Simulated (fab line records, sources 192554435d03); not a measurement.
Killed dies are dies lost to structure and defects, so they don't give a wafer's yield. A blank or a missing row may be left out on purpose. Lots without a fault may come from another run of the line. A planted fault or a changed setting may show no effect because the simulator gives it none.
A struck lot beside a sound one | flow n5_finfet | 38 steps out of a route of 1938
Sound: wafers L996.1, L996.3, L996.6. Struck: wafer L100.3. (L100.6 of the same lot was not struck and is left out.) The cause comes at the end.
At each step with rows: each side's tool, then ch and its chambers, then its first start. Under that, the readings that differ: sound wafers | struck wafers | difference of the means | sigmas: that difference in standard deviations of wafers without a fault.
alike: readings whose means differ by less than 2 such deviations, and words and numbers that are the same on both sides. not compared: withheld readings, readings that some wafer has no value for, bounds like >300 that may hide the same value, and numbers for which the record gives no deviation and whose values overlap.
The two part at a step that has a row with sigmas, a row that says differs or no value, or rows on one side only. Numbers that don't overlap but have no deviation are shown without sigmas and don't part them. A reading that every wafer of one side lacks parts them only if that side has two wafers or more.

first, 8 steps without rows for these wafers: N5_BEOL_M3_ECD_50 (material Cu, target thk 300 nm); N5_BEOL_M3_ANNEAL_51 (time 90 s); N5_BEOL_M3_CMP_52 (polishes, stops on SiOC, t overpolish 6.8 s, target thk 40 nm); N5_BEOL_M3_PRE_CLEAN_60 (time 15 s); N5_BEOL_M3_CO_CAP_55 (material Co, precursor CCTBA/H2, target thk 2 nm, time 102.1 s); N5_BEOL_M3_PRE_CLEAN_56 (time 15 s); N5_BEOL_M3_DEP_57 (deposits SiCN from 3MS/NH3, target thk 8 nm, time 14 s); N5_BEOL_M4_ILD_DEP_00 (deposits SiOC from DEMS/O2, target thk 79 nm, time 15.3 s).
N5_BEOL_M4_PECVD_72: deposits SiO2 from TEOS/O2, target thk 16 nm, time 18 s.
  sound on pecvd-02 ch 0,2, day 11 05:55; struck on pecvd-02 ch 0, day 11 19:31
  reading                                    | sound        | struck | difference | sigmas
  model.SiO2_of_BEOL_M4_PECVD_72.thk_nm (nm) | 16 16.4 16.4 | 7.2    | -9.1       |
  alike: heater_power_w, showerhead_plenum_p_Torr, throttle_valve_pct
then, 25 steps without rows for these wafers: N5_BEOL_M4_HM_DEP_02 (deposits TiN, target thk 20 nm); N5_BEOL_M4_COAT_61 (time 60 s, resist thk 60 nm); N5_BEOL_M4_COAT_62 (time 60 s, resist thk 12 nm); N5_BEOL_M4_COAT_73 (time 60 s, resist thk 5 nm); N5_BEOL_M4_COAT_05 (resist thk 30 nm); N5_BEOL_M4_EBR_07; N5_BEOL_M4_SOFTBAKE_06 (time 60 s); N5_BEOL_M4_EXPOSE_08 (exposes mask M4); N5_BEOL_M4_PEB_09 (peb time 60 s); N5_BEOL_M4_DEVELOP_10 (develop time 30 s); N5_BEOL_M4_DESCUM_16 (chemistry O2, time 7 s); N5_BEOL_M4_ETCH_74 (etches underlayer in N2/H2, target depth 6.5 nm, time 5.2 s); N5_BEOL_M4_ETCH_63 (etches SiARC in CF4, target depth 15.6 nm, time 26 s); N5_BEOL_M4_ETCH_64 (etches SOC in N2/H2, target depth 75 nm, overetch 22.5 nm, time 121.9 s); N5_BEOL_M4_STRIP_65 (strips in N2/H2); N5_BEOL_M4_STRIP_75 (strips in N2/H2); N5_BEOL_M4_STRIP_66 (strips in CF4); N5_BEOL_M4_HM_OPEN_17 (chemistry Cl2/BCl3, target TiN, target depth 20 nm, overetch 6 nm); N5_BEOL_M4_STRIP_19 (strips in O2); N5_BEOL_M4_COAT_67 (time 60 s, resist thk 60 nm); N5_BEOL_M4_COAT_68 (time 60 s, resist thk 12 nm); N5_BEOL_M4_COAT_76 (time 60 s, resist thk 5 nm); N5_BEOL_M4_COAT_22 (resist thk 30 nm); N5_BEOL_M4_EBR_24; N5_BEOL_M4_SOFTBAKE_23 (time 60 s).
N5_BEOL_M4_HM_STRIP_39: strips TiN in peroxide tin strip, target depth 25 nm, time 158 s.
  sound on wet_bench-04 ch 0,1,5, day 11 15:07; struck on wet_bench-04 ch 6, day 12 07:49
  reading                                    | sound          | struck | difference | sigmas
  bath_heat_duty_pct (%)                     | 8.1 7.4 7.2    | 5.6    | -2.0       | -2
  model.SiO2_of_BEOL_M4_PECVD_72.thk_nm (nm) | 15.8 16.4 16.2 | 7      | -9         |
N5_BEOL_M4_CMP_52: polishes, stops on SiOC, t overpolish 6.8 s, target thk 40 nm.
  sound on cmp-01 ch 0,2,3, day 11 18:36; struck on cmp-01 ch 3, day 12 11:37
  reading                      | sound          | struck | difference | sigmas
  barrier_field_endpoint_s (s) | 24.7 25.5 24.9 | 14.3   | -10.7      | -15
  alike: clearing_platen_down_force_psi, motor_current_A
N5_BEOL_M4_RC_MEAS_101:
  sound on prober-01 ch 0, day 11 19:10; struck on prober-02 ch 0, day 12 12:27
  reading       | sound       | struck | difference | sigmas
  ION_P (uA/um) | 443 451 474 | 478    | +22        | +2
  alike: DIBL_N, DIBL_P, IOFF_N, IOFF_P, ION_N, SS_N, SS_P, VT_N, VT_P
-- the record jumps here: 4 days lie between the struck wafers' starts before and after (it left off in module BEOL_M4 and takes up again in module PASSIVATION, whose first step shown is number 1936 of the route) --
N5_PASSIVATION_PROBE_49:
  sound on prober-01, day 16 11:57; struck on prober-01, day 16 20:48
  reading                 | sound       | struck | difference | sigmas
  killed_at_contacts      | 3 12 5      | 24     | +17        | +3
  sort_bin_5_function (%) | 5.4 5.4 2.9 | 7.0    | +2.4       | +2
  alike: defect_limited_yield, killed_at_M0_to_M3, killed_at_M4_up, killed_at_front_end, killed_at_other, killed_dies, killed_open, killed_short, sort_bin_6_memory, sort_bin_8_speed, sort_n_pass

WHERE THEY PART
First at N5_BEOL_M4_HM_STRIP_39; last, within this record, at N5_PASSIVATION_PROBE_49.

WHY: what the simulator had put in
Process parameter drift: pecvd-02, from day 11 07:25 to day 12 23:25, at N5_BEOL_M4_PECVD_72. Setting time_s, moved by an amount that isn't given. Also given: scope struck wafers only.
